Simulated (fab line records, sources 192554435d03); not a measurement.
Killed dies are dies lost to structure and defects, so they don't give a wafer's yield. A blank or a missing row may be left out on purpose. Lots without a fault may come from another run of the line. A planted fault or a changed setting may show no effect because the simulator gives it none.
Which tool did it? | flow n5_finfet | 8 lots, 24 wafers sampled, at 4 steps of a route of 1938

WHAT THE GAUGES READ, wafer by wafer
N5_BEOL_M0_SAQP_INSPECT_16: inspects for defects (brightfield).
lot  | measured     | on                | raw_defect_count
L725 | day 5 17:53  | defect_inspect-01 | 555 775 466
L728 | day 6 12:28  | defect_inspect-02 | 506 618 486
L729 | day 6 16:58  | defect_inspect-02 | 489 402 370
L734 | day 7 20:50  | defect_inspect-02 | 782 434 474
L735 | day 8 05:19  | defect_inspect-02 | 365 381 587
L737 | day 8 17:43  | defect_inspect-01 | 1083 1058 1135
L738 | day 9 00:02  | defect_inspect-02 | 1105 1345 1315
L747 | day 11 04:02 | defect_inspect-02 | 408 502 356

WHICH TOOL RAN EACH LOT (tool, then ch and the chambers of the sampled wafers, then the start)
lot  | N5_MOL_CONTACT_COAG_CMP_52    | N5_BEOL_M0_SAQP_PECVD_96        | N5_BEOL_M0_SAQP_PECVD_04
L725 | cmp-02 ch 0,1, day 5 11:33    | pecvd-04 ch 1,2, day 5 17:11    | pecvd-04 ch 1,2, day 5 17:16
L728 | cmp-02 ch 0,2,3, day 6 07:46  | pecvd-01 ch 1,2, day 6 11:41    | pecvd-01 ch 1,2, day 6 11:49
L729 | cmp-02 ch 0,1,2, day 6 09:58  | pecvd-02 ch 0,1,2, day 6 16:23  | pecvd-02 ch 0,1,2, day 6 16:29
L734 | cmp-01 ch 0,1, day 7 16:03    | pecvd-02 ch 0,2, day 7 20:07    | pecvd-02 ch 0,2, day 7 20:12
L735 | cmp-04 ch 1,2, day 8 00:38    | pecvd-02 ch 0,2, day 8 04:43    | pecvd-02 ch 0,2, day 8 04:48
L737 | cmp-01 ch 0,1, day 8 11:58    | pecvd-02 ch 0,1,2, day 8 17:01  | pecvd-02 ch 0,1,2, day 8 17:07
L738 | cmp-04 ch 2,3, day 8 17:50    | pecvd-02 ch 0,1,2, day 8 23:26  | pecvd-02 ch 0,1,2, day 8 23:31
L747 | cmp-01 ch 0,1,3, day 10 23:28 | pecvd-04 ch 0,1,2, day 11 03:26 | pecvd-04 ch 0,1,2, day 11 03:31
- N5_MOL_CONTACT_COAG_CMP_52: polishes, stops on SiO2, t overpolish 1.5 s, target thk 66.5 nm.
- N5_BEOL_M0_SAQP_PECVD_96: deposits a-Si from SiH4/He, target thk 45 nm, time 45.2 s.
- N5_BEOL_M0_SAQP_PECVD_04: deposits a-Si from SiH4/He, target thk 60 nm, time 60.2 s.

THE ANSWER, worked out from the rows above alone
Rule: what is usual is taken from the lots themselves. Put in order of their means at a reading, lots are off if they are a third of the lots or fewer, leave a main group of 4 or more, and stand apart from it by a gap of 3 or more times the standard deviation of the main group's means; of several such gaps the widest counts. A main group whose means are all the same, to the digits that the tables above print for the reading, isn't used. A lot without any number at a reading at which 4 lots or more have one is off too. The other lots that the step has rows for count as sound.
Off: L737, L738, at N5_BEOL_M0_SAQP_INSPECT_16 (raw_defect_count). The main group: mean 498, standard deviation 71.
A tool fits if, at a process step before that reading, it ran every lot that is off, and no sound lot after the first of them. The gauges at N5_BEOL_M0_SAQP_INSPECT_16 are tried like those tools. One fits: pecvd-02 at N5_BEOL_M0_SAQP_PECVD_96 and N5_BEOL_M0_SAQP_PECVD_04. At N5_BEOL_M0_SAQP_PECVD_96 its last sound lot is L735 (day 8 04:43), its first lot that is off L737 (day 8 17:01): a fault that began between those two fits.

WHAT THE SIMULATOR HAD PUT IN
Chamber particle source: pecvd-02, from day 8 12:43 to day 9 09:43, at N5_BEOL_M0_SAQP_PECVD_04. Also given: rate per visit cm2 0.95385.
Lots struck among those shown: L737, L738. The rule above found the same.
